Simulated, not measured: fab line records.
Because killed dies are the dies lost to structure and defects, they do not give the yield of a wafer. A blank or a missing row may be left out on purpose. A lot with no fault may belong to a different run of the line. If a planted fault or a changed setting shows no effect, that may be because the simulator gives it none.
fab line records ; flow n5Finfet
record lots=4; wafers=12; lastDay=19
route steps=1938 shown MOL_CONTACT_COAG@547 BEOL_M4@1111 PASSIVATION@1936
lots that met no fault: from a run of the same line without faults
startH: the number of hours between the record's first day and the start of the first shown wafer of the lot ; waitH: hours from the lot's prior step to this one ; " same as the row above ; L1.1+2: several wafers, shown together as one row ; - value missing, or start not given ; * or withheld: withheld ; < > ~ a bound
route shown NAME@n: a module of which the file shows steps, and the number in the route of the first ; usual: the fault-free wafers' mean and standard deviation ; same: alike in all rows ; chamber/n: place in a boat ; sites: the reading at each site ; _std_site: standard deviation of those values ; _edge_site: mean of outer sites minus mean of inner sites ; radiusMm: for every site, how far away it sits from the centre of the wafer ; mask NAME#n: copy n ; behind: the tool/chamber that last shaped the wafer ; hold: reason for holding the lot/hours on hold/outcome of the hold ; device: which transistor (n, p or np) failed to switch ; end of line: the same wafers' tests at the end of the route ; for a step that has no rows: nothing shown but its recipe ; killed: not the wafer's yield, but the dies lost to structure and defects at the first sort ; map: per-die view of a wafer (x killed, . not killed, _ where there is no die)
set.NAME: the setting as run; set.NAME@STEP: as run at that earlier step ; model.NAME: the simulator's own value behind a step, which no gauge read
lots at some steps of the route; a table a step, a row a wafer
services: from which hour (startH, from the record's first day; less than 0 if before it) a tool's chamber was out of use, for how many hours, and why
## steps
# step N5_MOL_CONTACT_COAG_SPUTTER_143
# recipe material=Co; targetThkA=25; tempC=25; chamberPressurePa=0.2
# step N5_MOL_CONTACT_COAG_CO_FILL_22
# recipe material=Co; targetThkA=200; tempC=200; precursor=CCTBA/H2; pressureTorr=30
# step N5_MOL_CONTACT_COAG_ANNEAL_113
# recipe tempC=400; timeS=300; ambient=H2/N2
# step N5_MOL_CONTACT_COAG_PRE_CLEAN_142
# recipe gas=H2/He; timeS=60; tempC=300
# step N5_MOL_CONTACT_COAG_SPUTTER_130
# recipe material=Co; targetThkA=475; tempC=25; chamberPressurePa=0.5; powerW=3000
# step N5_MOL_CONTACT_COAG_PRECLEAN_125
# recipe chemistry=DIW; timeS=57.5; tempC=23
# step N5_MOL_CONTACT_COAG_SRD_126
# recipe dryTimeS=32; dry=n2Spin; spinRpm=1500
# step N5_MOL_CONTACT_COAG_CMP_23
# recipe stopOn=SiO2; tOverpolishS=1.5; postCmpClean=cuAlkaline; downForcePsi=2; platenRpm=50.289; padVelocityMS=1.0006; targetThkNm=0
# step N5_MOL_CONTACT_COAG_WET_ETCH_26
# recipe target=Co; targetDepthNm=13
# step N5_MOL_CONTACT_COAG_WET_ETCH_116
# recipe chemistry=SC1-inhibited; targetDepthNm=4.6; dry=ipaMarangoni; rinseTimeS=30; rinseTempC=23
# step N5_MOL_CONTACT_COAG_ALD_27
# recipe material=SiOC; targetThkA=170; tempC=400; aldPrecursorFamily=carbosiloxane; aldCoReactant=H2-plasma; pulseTimeS=1.5; timeS=2720; purgeTimeS=2; coReactantPurgeTimeS=2; aldCycles=340; pressureTorr=2
# usual aldCycles=340/0; chamberPressureTorr=2.000/0.0042; heaterPowerW=853/66; precursorPulseHeightRel=0.999/0.019
lot.wafer;tool;chamber;startH;waitH;aldCycles;chamberPressureTorr;heaterPowerW;precursorPulseHeightRel
L252.2;aldSin-04;0;161.78;0.0;-;-;-;-
L252.4;aldSin-04;1;161.78;0.0;-;-;-;-
L252.5;aldSin-04;3;161.78;0.0;-;-;-;-
L254.1;aldSin-04;0;171.39;0.0;-;-;-;-
L254.3;aldSin-04;1;171.39;0.0;-;-;-;-
L254.4;aldSin-04;2;171.39;0.0;-;-;-;-
L261.3;aldSin-04;1;212.09;0.1;340;2.003;792;1.021
L261.4;aldSin-04;3;212.09;0.1;340;2.000;816;0.997
L261.6;aldSin-04;0;212.09;0.1;340;2.002;935;0.987
L263.2;aldSin-04;1;226.35;0.1;340;2.001;786;1.024
L263.5;aldSin-04;1;226.35;0.1;340;1.993;776;1.012
L263.6;aldSin-04;0;226.35;0.1;340;2.007;927;1.038
# step N5_MOL_CONTACT_COAG_CMP_28
# recipe stopOn=SiNx; tOverpolishS=0.85; postCmpClean=alkalineBrush; downForcePsi=4.15; platenRpm=51.8; padVelocityMS=1.0307; targetThkNm=14.522
# step N5_MOL_CONTACT_COAG_ALD_123
# recipe material=SiNx; targetThkA=50; tempC=400; aldPrecursorFamily=SiH2I2; aldCoReactant=N2/H2-plasma; pulseTimeS=1; purgeTimeS=2; coReactantPurgeTimeS=2; aldCycles=100; pressureTorr=2
# step N5_MOL_CONTACT_COAG_PECVD_31
# recipe material=SiO2; targetThkA=460; tempC=400; precursor=TEOS/O2; pressureTorr=6.5; rfW=withheld; teosFlowSccm=withheld; gas=O2; flowSccm=2650; timeS=8.9
# step N5_MOL_CONTACT_COAG_COAT_75
# recipe resist=SOC; tempC=250; timeS=60; spinRpm=1500; resistThkNm=60
# step N5_MOL_CONTACT_COAG_COAT_76
# recipe resist=SiARC; tempC=220; timeS=60; spinRpm=1500; resistThkNm=10
# step N5_MOL_CONTACT_COAG_COAT_77
# recipe resist=underlayer; tempC=205; timeS=60; spinRpm=1500; resistThkNm=10
# step N5_MOL_CONTACT_COAG_COAT_78
# recipe resist=CAR-EUV; spinRpm=1500; resistThkNm=40
# step N5_MOL_CONTACT_COAG_EBR_80
# recipe solvent=PGMEA; ebrWidthMm=1.5
# step N5_MOL_CONTACT_COAG_SOFTBAKE_79
# recipe tempC=110; timeS=60; resist=CAR-EUV
# step N5_MOL_CONTACT_COAG_EXPOSE_81
# recipe maskId=VG; na=0.33; sourceShape=annular; sigmaInner=0.3; sigmaOuter=0.7; polarization=unpolarized; defocusNm=0; doseMj=59.5
# step N5_MOL_CONTACT_COAG_PEB_82
# recipe pebTempC=100; pebTimeS=60; resist=CAR-EUV
# step N5_MOL_CONTACT_COAG_DEVELOP_83
# recipe developTimeS=30; developer=TMAH; resist=CAR-EUV; rinseLiquid=surfactantRinse; dry=airSpin; devTempC=23
# step N5_MOL_CONTACT_COAG_DESCUM_88
# recipe chemistry=O2; timeS=7; sourcePowerW=50; biasPowerW=20; pressureMtorr=20; rfFrequencyHz=2.712e+07; tempC=40; resist=CAR-EUV; o2FlowSccm=225
# step N5_MOL_CONTACT_COAG_ETCH_89
# recipe chemistry=N2/H2; target=underlayer; targetDepthA=130; maskMaterial=CAR-EUV; timeS=10.4; ionEnergyEv=200; pressureMtorr=30; sourceW=840; biasW=150; n2FlowSccm=200; h2FlowSccm=200; ends=cleared
# step N5_MOL_CONTACT_COAG_ETCH_90
# recipe chemistry=CF4; target=SiARC; targetDepthA=130; maskMaterial=CAR-EUV; timeS=21.7; ionEnergyEv=80; pressureMtorr=40; sourceW=545; biasW=36; Ar_flow_sccm=100; cf4FlowSccm=100; ends=cleared
# step N5_MOL_CONTACT_COAG_ALD_131
# recipe material=SiO2; targetThkA=50; tempC=100; aldPrecursorFamily=BDEAS; aldCoReactant=O2-plasma; pulseTimeS=1; coReactantPulseTimeS=1; purgeTimeS=2; coReactantPurgeTimeS=2; aldCycles=35; pressureTorr=2
# step N5_MOL_CONTACT_COAG_ETCHBACK_132
# recipe chemistry=CHF3; target=SiO2; targetDepthA=100; timeS=6.7; ionEnergyEv=200; pressureMtorr=30; sourceW=610; biasW=170; Ar_flow_sccm=200; CHF3_flow_sccm=50
# step N5_MOL_CONTACT_COAG_ETCH_91
# recipe chemistry=N2/H2; target=SOC; targetDepthA=600; overetchA=210; maskMaterial=SiARC; tempC=40; timeS=101.2; ionEnergyEv=200; pressureMtorr=30; sourceW=840; biasW=150; n2FlowSccm=200; h2FlowSccm=200
# step N5_MOL_CONTACT_COAG_STRIP_92
# recipe chemistry=N2/H2; tempC=40; n2FlowSccm=200; h2FlowSccm=200; rfFrequencyHz=6e+07
# step N5_MOL_CONTACT_COAG_STRIP_93
# recipe chemistry=N2/H2; tempC=40; n2FlowSccm=200; h2FlowSccm=200; rfFrequencyHz=6e+07
# step N5_MOL_CONTACT_COAG_ETCHBACK_135
# recipe chemistry=CHF3; target=SiO2; targetDepthA=250; timeS=16.7; ionEnergyEv=200; pressureMtorr=30; sourceW=610; biasW=170; Ar_flow_sccm=200; CHF3_flow_sccm=50
# step N5_MOL_CONTACT_COAG_STRIP_118
# recipe chemistry=CHF3; resist=SiARC; rfFrequencyHz=6e+07
# step N5_MOL_CONTACT_COAG_VIA_ETCH_46
# recipe chemistry=C4F6/O2; targetDepthA=460; overetchA=92; maskMaterial=SOC; target=SiO2; biasW=455; pressureMtorr=10; timeS=40; sourceW=325; Ar_flow_sccm=300; C4F6_flow_sccm=10; O2_flow_sccm=10; ionEnergyEv=575.3; ends=endPoint
# step N5_MOL_CONTACT_COAG_STRIP_96
# recipe chemistry=N2/H2; powerW=500; tempC=40; pressureMtorr=50; rfFrequencyHz=6e+07; overashFraction=0.3; biasPowerW=28; h2Frac=0.5; n2FlowSccm=300; h2FlowSccm=300
# step N5_MOL_CONTACT_COAG_ETCH_47
# recipe chemistry=CH3F/O2; target=SiNx; targetDepthA=270; maskMaterial=SiO2; stopOn=W; overEtchFrac=0.2; ionEnergyEv=120; endpoint=OES-CN; pressureMtorr=30; sourceW=395; biasW=73; Ar_flow_sccm=150; CH3F_flow_sccm=30; O2_flow_sccm=20; ends=endPoint
# step N5_MOL_CONTACT_COAG_ETCH_48
# recipe chemistry=C4F6/O2; targetDepthA=150; overetchA=45; maskMaterial=SOC; target=SiOC; biasW=465; pressureMtorr=10; timeS=17; sourceW=335; Ar_flow_sccm=300; C4F6_flow_sccm=10; O2_flow_sccm=10; ionEnergyEv=576
# usual drypumpMotorCurrentA=5.8/0.42; oesProductAu=0.67/0.078; rfVppV=1585/29; showerheadPlenumPTorr=2.87/0.05; throttleValvePct=40.5/0.39
lot.wafer;tool;chamber;startH;waitH;drypumpMotorCurrentA;oesProductAu;rfHoursCounterH;rfVppV;showerheadPlenumPTorr;throttleValvePct;model.etch.depthNm
L252.2;rieDiel-06;2;167.21;0.0;6.3;0.27;202;1637;2.81;40.2;0
L252.4;rieDiel-06;0;167.21;0.0;5.8;0.34;31;1604;2.87;40.8;0
L252.5;rieDiel-06;1;167.21;0.0;5.7;0.32;-;1577;2.90;40.0;0
L254.1;rieDiel-05;2;176.24;0.0;5.5;0.27;218;1593;2.82;40.4;0
L254.3;rieDiel-05;0;176.24;0.0;6.2;0.27;169;1595;2.83;40.8;0
L254.4;rieDiel-05;3;176.24;0.0;5.3;0.33;29;1555;2.88;40.5;0
L261.3;rieDiel-02;0;216.76;0.0;5.2;0.58;238;1563;2.90;41.1;14.4
L261.4;rieDiel-02;1;216.76;0.0;5.0;0.55;-;1572;2.82;40.8;12.92
L261.6;rieDiel-02;0;216.76;0.0;5.2;0.59;-;1563;2.90;41.1;14.66
L263.2;rieDiel-06;2;231.54;0.0;6.3;0.56;220;1637;2.80;40.4;13.76
L263.5;rieDiel-06;1;231.54;0.0;5.7;0.70;-;1578;2.89;40.1;14.46
L263.6;rieDiel-06;2;231.54;0.0;6.3;0.56;-;1638;2.81;40.4;13.37
# step N5_BEOL_M4_RC_MEAS_101
# usual DIBL_N=36.0/1.6; DIBL_P=35.8/2; IOFF_N=0.152/0.03; IOFF_P=0.20/0.031; ION_N=670/12; ION_P=459/7.4; SS_N=71.5/0.56; SS_P=73.2/0.64; VT_N=251/3.5; VT_P=-252/3.3
lot.wafer;tool;chamber;startH;waitH;DIBL_N[mV/V];DIBL_P[mV/V];IOFF_N[nA/um];IOFF_P[nA/um];ION_N[uA/um];ION_P[uA/um];SS_N[mV/dec];SS_P[mV/dec];VT_N[mV];VT_P[mV]
L261.3;prober-02;0;329.27;0.3;34.8;33.4;0.128;0.20;659;464;71.4;73.2;252;-246
L261.4;prober-02;0;329.27;0.3;36.7;35.4;0.155;0.24;676;468;71.2;73.9;249;-246
L261.6;prober-02;0;329.27;0.3;36.1;34.2;0.141;0.21;667;461;71.7;73.1;251;-248
L263.2;prober-01;0;342.92;0.2;34.5;35.1;0.144;0.21;666;463;71.2;73.4;252;-252
L263.5;prober-01;0;342.92;0.2;34.5;33.8;0.140;0.19;667;457;71.4;72.7;251;-250
L263.6;prober-01;0;342.92;0.2;33.8;33.5;0.125;0.19;664;461;71.3;72.7;253;-250
# step N5_PASSIVATION_PROBE_49
# usual defectLimitedYield=91.6/1.4; killed_at_M0_to_M3=33/10; killed_at_M4_up=13/5.3; killedAtContacts=13/5.9; killedAtFrontEnd=36/12; killedAtOther=4/3.1; killedDies=99/16; killedOnRim=13/4.2; killedOpen=65/13; killedShort=32/7.3; sort_bin_5_function=4.9/0.9; sort_bin_6_memory=3.1/0.66; sortNPass=1081/17; sortYieldPct=91.6/1.4
# same grossDies=1180; killedAtBackSide=0; sort_bin_4_leakage[%]=0; sort_bin_8_speed[%]=0
lot.wafer;tool;chamber;startH;waitH;defectLimitedYield[%];killed_at_M0_to_M3;killed_at_M4_up;killedAtContacts;killedAtFrontEnd;killedAtOther;killedDies;killedOnRim;killedOpen;killedShort;sort_bin_5_function[%];sort_bin_6_memory[%];sortNPass;sortYieldPct[%]
L254.1;prober-02;-;365.92;0.0;27.1;27;23;760;47;3;860;145;78;39;68.6;4.0;320;27.1
L254.3;prober-02;-;366.02;0.1;29.2;38;14;765;17;2;836;81;56;30;68.2;2.5;344;29.2
L254.4;prober-02;-;366.07;0.2;27.6;37;18;752;45;2;854;45;92;22;68.0;3.8;326;27.6
L252.2;prober-02;-;379.44;0.1;25.8;37;15;780;43;1;876;152;75;30;70.9;3.1;304;25.8
L252.4;prober-02;-;379.54;0.2;26.4;36;18;771;34;9;868;95;75;32;69.6;3.8;312;26.4
L252.5;prober-02;-;379.59;0.2;27.2;31;15;734;73;6;859;151;98;31;67.3;4.2;321;27.2
L261.3;prober-02;-;439.35;0.1;91.9;29;7;11;47;2;96;13;62;34;5.1;2.6;1084;91.9
L261.4;prober-02;-;439.40;0.2;86.4;44;11;16;87;2;160;23;109;45;8.1;4.9;1020;86.4
L261.6;prober-02;-;439.50;0.3;90.5;43;7;10;49;3;112;15;74;37;5.8;3.6;1068;90.5
# killed by level:class
L254.1 MOL_CONTACT_COAG:areaAld=738 MOL_CONTACT_COAG:geometricParticle:open=17 BEOL_M3:geometricParticle:open=16 BEOL_M4:geometricParticle:open=14 FIN_SAQP:geometricParticle:short=12 DUMMY_GATE:geometricParticle:open=6 GATE_CUT:geometricParticle:short=6 FIN_SAQP:geometricParticle:open=5
L254.3 MOL_CONTACT_COAG:areaAld=748 BEOL_M3:geometricParticle:open=17 MOL_CONTACT_COAG:geometricParticle:open=12 BEOL_M0_SAQP:geometricParticle:short=8 BEOL_M4:geometricParticle:open=6 STI_FIN_REVEAL:geometricParticle:open=5 MOL_CONTACT_COAG:geometricParticle:short=5 BEOL_M3:geometricParticle:short=5
L254.4 MOL_CONTACT_COAG:areaAld=727 MOL_CONTACT_COAG:geometricParticle:open=22 BEOL_M3:geometricParticle:open=22 FIN_SAQP:geometricParticle:open=8 BEOL_M4:geometricParticle:open=7 HKMG_FIN:areaEtch=7 FIN_SAQP:geometricParticle:short=5 STI_FIN_REVEAL:geometricParticle:open=5
L252.2 MOL_CONTACT_COAG:areaAld=771 STI_FIN_REVEAL:geometricParticle:open=20 BEOL_M0_SAQP:geometricParticle:open=11 MOL_CONTACT_COAG:geometricParticle:open=9 FIN_SAQP:geometricParticle:open=8 BEOL_M1:geometricParticle:open=7 BEOL_M0_SAQP:geometricParticle:short=6 BEOL_M3:geometricParticle:open=6
L252.4 MOL_CONTACT_COAG:areaAld=761 BEOL_M2:geometricParticle:open=14 BEOL_M3:geometricParticle:open=10 FIN_SAQP:geometricParticle:open=6 MOL_CONTACT_COAG:geometricParticle:open=6 BEOL_M4:geometricParticle:open=6 BEOL_M5:geometricParticle:open=5 DUMMY_GATE:geometricParticle:open=5
L252.5 MOL_CONTACT_COAG:areaAld=720 FIN_SAQP:geometricParticle:open=23 STI_FIN_REVEAL:geometricParticle:open=19 MOL_CONTACT_COAG:geometricParticle:open=10 BEOL_M2:geometricParticle:open=9 HKMG_FIN:areaEtch=9 FIN_SAQP:geometricParticle:short=8 BEOL_M3:geometricParticle:open=7
L261.3 STI_FIN_REVEAL:geometricParticle:open=24 BEOL_M0_SAQP:geometricParticle:short=13 MOL_CONTACT_COAG:geometricParticle:open=11 FIN_SAQP:geometricParticle:short=7 FIN_SAQP:geometricParticle:open=4 STI_FIN_REVEAL:geometricParticle:short=4 BEOL_M0_SAQP:geometricParticle:open=4 BEOL_M0:geometricParticle:open=4
L261.4 STI_FIN_REVEAL:geometricParticle:open=35 FIN_SAQP:geometricParticle:short=11 MOL_CONTACT_COAG:geometricParticle:open=11 FIN_SAQP:geometricParticle:open=10 BEOL_M0_SAQP:geometricParticle:short=9 BEOL_M3:geometricParticle:open=8 BEOL_M0_SAQP:geometricParticle:open=8 BEOL_M5:geometricParticle:open=5
L261.6 STI_FIN_REVEAL:geometricParticle:open=17 BEOL_M0_SAQP:geometricParticle:short=13 FIN_SAQP:geometricParticle:open=12 BEOL_M0_SAQP:geometricParticle:open=12 FIN_SAQP:geometricParticle:short=10 MOL_CONTACT_COAG:geometricParticle:open=9 BEOL_M3:geometricParticle:open=7 BEOL_M1:geometricParticle:open=4
# map L252.2 (x killed, . not)
_________________xxxxxxxxxxxx________________
______________xxxxxxxxxxxx.xxxxx_____________
___________xxxxxxxxxxxxxxxxxxxxxxxx__________
__________xxxxxxxxxxxxxx.xxxxxxxxxxx_________
________xxxx.xxxxxxxxx.xx.x.xxxxxx.xxx_______
_______xx.xxxx.xxxx.xxxxxxxxxxxxxxxxxxx______
______xxxxxxxxxx.xxxxxx.xxxxx.xxx.xxxxxx_____
_____xxxxxxxxxxxxxxxxxx.x..xx..xxxxx.xxxx____
____xxxxxxxxxxx.xxxx.xx.x.x.x.xx.xxxxxxxxx___
___xxxxxx.xxxxxx..xxx.xx..x..xxxxxxxxxxxxxx__
___xxxxxxxx.x...xxx..x...xxxx.x.xxx.xxxxxxx__
__xxxxxxxxxxx.x.xxxx.x..x...x.xxx.xxxxxxxxxx_
__xxxxxxxxx.xx..x.x...x...xxxx..x.xx.xxxxxxx_
_xxxxxxx..xx.xxx.x.....x.....x..xxxx..xxxxxxx
_xxxx.xxxxxx.....xxx......x...xxxxxx..xxxxxxx
_xxxxxxxxx.x.x.xx.xx.....xxxxxxxx..xxxxxxxxxx
_xxxxxxx.x.x...xx.xx...x...x..x..x.xx...xxxxx
_xxxxxxxxx.xx...x....x...x.xx....x.xx.xxxxxxx
_xxxx.xx..x.xx.x.x...........xx.....xxxxxxxxx
_xxxxxx.x..x.....xx....x..xxx..xx.x.xxx.x.xxx
_xxxxxxxxx.......x........x....x.xx.xxxxxxxxx
__xxxx.xxxx..x...x...x..x..xx.x.x.xxxxxxxxxx_
__xxxxxxxxx.xxxx....xx.x....xx..x.x..xxxx.xx_
___xxxxxxxxxxx.xx..xx.x....xxxxx.x..xxxxxxx__
___xxxxxxxxxxxx.x...x.x.xxxx.x.xxxxxxxxxxxx__
____xxxxxxxxxxx.xxx.xxx..x.x...xxxxxxxxxxx___
_____xxx.xxxxxxxxx..x.xx...x.xxxxx.xxxxxx____
______xxxxxxxxxxxxxxx.x.x.xx.xxxxxx..xxx_____
_______xxxxxxxxxx.xxx.x.x.xx.xx.xxxxxxx______
________xxxxxxxxxxx.x.xxxxxxxxxxx.xxxx_______
__________xxxx.xxxxxxxxxxxxxxxxxxxxx_________
___________xxxxxxxx.xxxx.xxxxxxxxxx__________
______________xxxxxxxxxxxxxxxxxx_____________
_________________xxxxxxxxxxxx________________
# map L254.1 (x killed, . not)
_________________xxxxxx..xxx.________________
______________xxxxxxxxxxxxxxxxxx_____________
___________xxxxxxxxxxxxxxxxxxxxxxxx__________
__________x.xxxxxxxxx.xxxxx.xxxxxxxx_________
________xxxxxxxxxxxxxxxxxxx.xxxxxxxxxx_______
_______xxxxxxx..xxx.xxx.xxxx.xxxxxxxxxx______
______xxxxxxxxx.xxx..x.xx..x..xxxxxxxxxx_____
_____xxxxxxxxxx.xx.xx.xxxx.xx.xxxxxxxxxxx____
____xxxxxxxxxx..xxxxxx....xxxxxxxxxxx.xxxx___
___xxxxxxxxxx.xx.xx.........xx.xx..xxxxxxxx__
___xxxxxx...xxx...xx......xxx...xxxxxxxxxxx__
__xxxxxxxxx.x.x...x.x.x.xxx.xxx.x.x.xxxxxxxx_
__xxxx.x..xx.x.x..x...x.xx.x..xxxxx.x.xxxxxx_
_xx.xxxxxxxxx.xx..xx........xx..xx.x.xxxxxxxx
_.xxxxxxx.xx.x..xx.xx.x..xx...x.x.xxx.xxxxxxx
_xxxxxxxxxxxx.x..............x....x.xx..xxxxx
_xxxxxxxx.x.x.xx....x..x.x......x..xxxxxxxxxx
_xxxx.x.xx....xxxx......x...x..xxx.x.x.xxxxxx
_xxxxxxxxxxx.xx.xx...x........x.x.xxxxxxxxxxx
_xxxxx..x...xxxx.xx.xxxx........x..xxxx.xxxxx
_xxxxxxx.xxxxxxx....x.xxxx.....x...xx..xx.xxx
__x.xxxx.xxx.xx.xx..xx.xx.x..xx.x.x.xxxxxxxx_
__xxxxxxxx.x...xxx.x...x..xx..x...xxxxxxxxxx_
___xxxxxxxx.x.x.xx.x.....x....xxxxxx..xxxxx__
___xxxxxx.xxxxx..x.xxx.x....xxxx.xxx.xxxxxx__
____xxxxxxxxxxx.....x..x..x.x.xxxxxxxxxxxx___
_____xxxxxxx..xxxxx.xx.xxxx...xxxxxxxxxxx____
______xxxxxx.xx.xxxx.xx.x..x.xxxxxxxxxxx_____
_______xxxxxxxxxxxxx.xxxxxx.xxxxxxxxxxx______
________xxxxxxxxxxxxxxx..x.xxxxxxxxxxx_______
__________xxx.xxxxxxxxxxxxxxxxxxxxxx_________
___________xxx.xxxxxxx.xxx.xxx.xxxx__________
______________xxxxxxxxxxxxxxxxxx_____________
_________________xxxxxxxxx.xx________________
## services
tool;chamber;startH;hours;kind
rieDiel-02;0;153.84;5.9;repair
rieDiel-02;1;156.34;5.9;repair
rieDiel-02;0;190.66;4.0;repair
rieDiel-02;2;212.97;7.8;repair
aldSin-04;-;220.24;6.1;pm
aldSin-04;0;227.91;13.5;repair
## key
firstSign step=N5_MOL_CONTACT_COAG_ALD_27; reading=toolRecord; direction=missing
effect step=N5_MOL_CONTACT_COAG_ETCH_48; reading=oesProductAu; direction=down; sigmas=4.7; usual=0.67; struck=0.30
effect step=N5_PASSIVATION_PROBE_49; reading=killedAtContacts; direction=up; sigmas=99+; usual=13; struck=760
modelEffect step=N5_MOL_CONTACT_COAG_ETCH_48; value=etch.depthNm; without=14.56; struck=0
moreKillsBornAt N5_MOL_CONTACT_COAG_ALD_27@aldSin-04=4465
metAt N5_MOL_CONTACT_COAG_ALD_27
struckWafers L252.2,L252.4,L252.5,L254.1,L254.3,L254.4
laterRowsLeftOut L252.2,L252.4,L252.5,L254.1,L254.3,L254.4
fault kind=skippedStepWhole; tool=aldSin-02,aldSin-04; chamber=-; onsetH=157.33; steps=N5_MOL_CONTACT_COAG_ALD_27; scope=struckLotsOnly
# laterRowsLeftOut: the simulator's readings of these wafers behind a module that went badly wrong aren't trusted and aren't shown, but for the sort
